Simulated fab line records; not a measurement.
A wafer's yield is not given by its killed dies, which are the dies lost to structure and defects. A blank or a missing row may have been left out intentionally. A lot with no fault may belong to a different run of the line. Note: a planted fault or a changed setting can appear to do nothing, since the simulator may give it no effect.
The same fault as seen by 3 desks	flow nand_harc	each desk has only its own numbers; what lay behind them comes last

FOR THE TOOL OWNER'S DESK: pvd_sputter-01
At NHARC_THIN_TSV_PRE_CLEAN_54 (time 30 s), the tool's own readings, given per lot that ran on this tool as the mean of the sampled wafers with a number. If a lot's mean is further than 4 standard deviations from the usual mean, the lot is out of limits and carries the mark OUT (the distance appears in the brackets).
Columns: A = heater_power_w at NHARC_THIN_TSV_PRE_CLEAN_54, usual 403 W; B = susceptor_temp_C at NHARC_THIN_TSV_PRE_CLEAN_54, usual 280.01 C
lot	first seen here	A	B
L974	day 26 10:54	417	279.94
L987	day 31 08:01	409	279.78
L986	day 31 09:04	407	279.91
This desk found nothing out of limits on any of the 3 lots.

AT THE METROLOGY DESK
Means of the sampled wafers that have a number, per lot and without regard to the tool the lot ran on: this is what the gauges read. If a lot's mean is further than 4 standard deviations from the usual mean, the lot is out of limits and carries the mark OUT (the distance appears in the brackets).
Columns: A = cd_nm at NHARC_THIN_TSV_CD_MEAS_33, usual 5001.1 nm; B = cd_nm at NHARC_THIN_TSV_CD_MEAS_37, usual 5001.3 nm
lot	first seen here	A	B
L971	day 25 17:23	5000.3	5000.5
L974	day 26 12:01	5001.6	5002.9
L977	day 27 16:50	5001.7	5000.4
L987	day 31 08:58	5001.9	5003.1
L986	day 31 10:07	5003.5	5004.1
L991	day 32 22:10	5002.8	5004.4
This desk found nothing out of limits on any of the 6 lots.

THE DEFECT DESK
For each lot, the counts of the inspections along the route, averaged over the sampled wafers that have a number. If a lot's mean is further than 4 standard deviations from the usual mean, the lot is out of limits and carries the mark OUT (the distance appears in the brackets).
Columns: A = raw_defect_count at NHARC_THIN_TSV_INSPECT_40, usual 556
lot	first seen here	A
L971	day 25 22:34	532
L974	day 26 18:03	461
L977	day 27 23:01	530
L986	day 31 14:55	664
L987	day 31 14:55	695
L991	day 33 02:21	691
This desk found nothing out of limits on any of the 6 lots.

PUT TOGETHER
The desk of the tool owner found nothing out of limits.
At the metrology desk, nothing out of limits was observed.
No out-of-limits result turned up at the defect desk.

WHAT HAD BEEN PUT IN BY THE SIMULATOR
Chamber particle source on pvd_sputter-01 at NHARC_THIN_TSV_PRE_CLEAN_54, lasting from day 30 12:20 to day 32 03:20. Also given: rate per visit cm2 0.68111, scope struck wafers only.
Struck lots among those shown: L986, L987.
